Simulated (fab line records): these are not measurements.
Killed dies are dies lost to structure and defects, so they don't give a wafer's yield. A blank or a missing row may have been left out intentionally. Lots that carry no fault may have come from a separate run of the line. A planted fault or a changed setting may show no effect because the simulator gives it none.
A lot that was struck, set against a sound lot	flow n5-finfet	16 out of 1938 route steps
Sound: the wafers L399.1, L399.2, L399.4. Struck: wafer L403.4. (L403.2, L403.3 of the same lot were not struck and are left out.) The cause comes at the end.
Each step with rows lists, per side, the tool, then ch with its chambers, then its first start. Under that, the readings that differ: sound wafers	struck wafers	difference of the means	sigmas: that difference in standard deviations of wafers without a fault.
alike: a reading whose means differ by less than 2 such deviations, as well as words and numbers matching on both sides. not compared: withheld readings; readings where some wafer has no value; bounds like >300 that might hide an equal value; numbers whose values overlap and for which the record gives no deviation.
A row with sigmas, a row that says differs or no value, or rows on one side alone: a step with any of these is where the two part. When numbers do not overlap yet have no deviation, they are printed without sigmas and do not part them. A reading that every wafer of one side lacks parts them only if that side has two wafers or more.

N5_BEOL_M2_STRIP_36: strips in N2/H2.
  sound on rie-diel-02 ch 0,1,3, day 8 05:50; struck on rie-diel-04 ch 3, day 8 14:07
  alike: drypump-motor-current-A, oes-product-au, rf-vpp-V, showerhead-plenum-p-Torr, throttle-valve-pct
  not compared: rf-hours-counter-h
N5_BEOL_M2_TRENCH_ETCH_37: etches SiOC in C4F6/O2, target depth 55.555 nm, time 29.2 s.
  sound: rie-diel-02 ch 0,1,3; struck: rie-diel-04 ch 3
  alike: drypump-motor-current-A, oes-product-au, rf-vpp-V, showerhead-plenum-p-Torr, throttle-valve-pct
  not compared: rf-hours-counter-h
then, 1 step without rows for these wafers: N5_BEOL_M2_ETCH_41 (etches SiCN in CH3F/O2, target depth 29.9 nm, time 52.5 s).
N5_BEOL_M2_STRIP_97: strips in N2/H2, time 10 s.
  sound: rie-diel-02 ch 0,1,3; struck: rie-diel-04 ch 3
reading	sound	struck	difference	sigmas
rf-vpp-V (V)	58.6 60.5 57.7	57.2	-1.7	-2
  alike: drypump-motor-current-A, oes-product-au, showerhead-plenum-p-Torr, throttle-valve-pct
  not compared: rf-hours-counter-h
N5_BEOL_M2_OCD_MEAS_38:
  struck on ocd-02, day 8 14:19; sound on ocd-01, day 8 06:02
  alike: trench-depth-nm
then, 4 steps without rows for these wafers: N5_BEOL_M2_HM_STRIP_39 (strips TiN in peroxide tin strip, target depth 25 nm, time 158 s); N5_BEOL_M2_SRD_40 (time 30 s); N5_BEOL_M2_PRECLEAN_42 (cleans in residue remover, time 60 s); N5_BEOL_M2_SRD_43 (time 30 s).
N5_BEOL_M2_CD_MEAS_35: target cd 18 nm, target cd y 22.2 nm.
  struck on cd-sem-02, day 8 14:28; sound on cd-sem-03, day 8 06:11
  alike: cd-nm
N5_BEOL_M2_DEGAS_44: time 60 s.
  struck on pvd-sputter-02, day 8 14:43; sound on pvd-sputter-03, day 8 06:44
  alike: heater-power-w
then, 1 step without rows for these wafers: N5_BEOL_M2_PRE_CLEAN_45 (time 30 s).
N5_BEOL_M2_ALD_84: deposits TaN, pulse time 2 s, purge time 3 s, co reactant purge time 2 s.
  sound on ald-metal-02 ch 0,1,2, day 8 06:50; struck on ald-metal-04 ch 0, day 8 14:50
reading	sound	struck	difference	sigmas
pulse-time-s (s)	2 2 2	1.72	-0.28	
  alike: heater-power-w, precursor-vessel-temp-c
N5_BEOL_M2_SURFACE_TREAT_85:
  struck on pvd-sputter-01, day 8 15:10; sound on pvd-sputter-03, day 8 07:04
  not compared: throttle-valve-pct
N5_BEOL_M4_RC_MEAS_101:
  sound on prober-01 ch 0, day 9 12:19; struck on prober-02 ch 0, day 10 04:34
reading	sound	struck	difference	sigmas
DIBL_P (mV/V)	34.6 36.9 35.3	39.5	+3.9	+2
  alike: DIBL_N, IOFF_N, IOFF_P, ION_N, ION_P, SS_N, SS_P, VT_N, VT_P
N5_PASSIVATION_PROBE_49:
  rows exist in the record for the sound wafers here (prober-01, day 14 08:47), none for the struck ones

WHERE THEY PART
First at N5_BEOL_M2_STRIP_97; last, within this record, at N5_PASSIVATION_PROBE_49.

WHY: whatever the simulator had introduced
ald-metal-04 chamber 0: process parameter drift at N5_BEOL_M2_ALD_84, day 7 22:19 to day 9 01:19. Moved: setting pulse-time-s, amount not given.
